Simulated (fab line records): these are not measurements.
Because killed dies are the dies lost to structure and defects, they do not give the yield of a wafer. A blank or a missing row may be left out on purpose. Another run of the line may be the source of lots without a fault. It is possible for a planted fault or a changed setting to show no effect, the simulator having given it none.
Chamber matching || flow n5-finfet || N5_BEOL_M9_PECVD_70 on pecvd-02 has 3 sister chambers
The step deposits SiO2 from TEOS/O2, target thk 20 nm, time 22.7 s. 6 wafers are shown with their chamber, then 7 later ones without.

WAFERS PAIRED WITH THEIR CHAMBERS
{"wafer": "L085.5", "chamber": 0, "heater-power-w (W)": 778, "showerhead-plenum-p-Torr (Torr)": 8.68}
{"wafer": "L085.6", "chamber": 1, "heater-power-w (W)": 604, "showerhead-plenum-p-Torr (Torr)": 8.71}
{"wafer": "L088.1", "chamber": 0, "heater-power-w (W)": 756, "showerhead-plenum-p-Torr (Torr)": 8.72}
{"wafer": "L088.4", "chamber": 2, "heater-power-w (W)": 672, "showerhead-plenum-p-Torr (Torr)": 8.75}
{"wafer": "L089.1", "chamber": 1, "heater-power-w (W)": 617, "showerhead-plenum-p-Torr (Torr)": 8.69}
{"wafer": "L089.4", "chamber": 2, "heater-power-w (W)": 817, "showerhead-plenum-p-Torr (Torr)": 8.70}

WAFERS WITH NO CHAMBER GIVEN
{"wafer": "L089.5", "heater-power-w (W)": 636, "showerhead-plenum-p-Torr (Torr)": 8.68}
{"wafer": "L093.3", "heater-power-w (W)": 759, "showerhead-plenum-p-Torr (Torr)": 8.71}
{"wafer": "L093.4", "heater-power-w (W)": 731, "showerhead-plenum-p-Torr (Torr)": 8.72}
{"wafer": "L093.6", "heater-power-w (W)": 611, "showerhead-plenum-p-Torr (Torr)": 8.70}
{"wafer": "L094.1", "heater-power-w (W)": 628, "showerhead-plenum-p-Torr (Torr)": 8.69}
{"wafer": "L094.5", "heater-power-w (W)": 655, "showerhead-plenum-p-Torr (Torr)": 8.70}
{"wafer": "L094.6", "heater-power-w (W)": 750, "showerhead-plenum-p-Torr (Torr)": 8.72}

THE CHAMBER EACH PASSED THROUGH
{"wafer": "L089.5", "from the rows above": "can't be placed: 1 or 0 or 2", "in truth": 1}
{"wafer": "L093.3", "from the rows above": "can't be placed: 0 or 2", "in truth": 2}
{"wafer": "L093.4", "from the rows above": "can't be placed: 2 or 0 or 1", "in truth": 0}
{"wafer": "L093.6", "from the rows above": 1, "in truth": 1}
{"wafer": "L094.1", "from the rows above": "can't be placed: 1 or 2 or 0", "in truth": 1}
{"wafer": "L094.5", "from the rows above": "can't be placed: 1 or 2 or 0", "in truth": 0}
{"wafer": "L094.6", "from the rows above": "can't be placed: 2 or 0", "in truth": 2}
1 of 7 placed correctly. Cannot be placed on the basis of these rows: 6; the candidates contain the true chamber in 6. Placed wrongly: 0.
How it was worked out, from the rows above alone: a wafer's distance from a chamber is the root of the sum, over the readings, of the square of ((its reading less the chamber's mean) divided by the reading's scatter). If the next closest chamber is less than 2 further off than the closest, the wafer can't be placed; otherwise it belongs to the closest. The mean given for a chamber averages the wafers shown for that chamber. The scatter: the root of (the sum of the squares of (reading less its chamber's mean) over the shown wafers, divided by (wafers less chambers)).
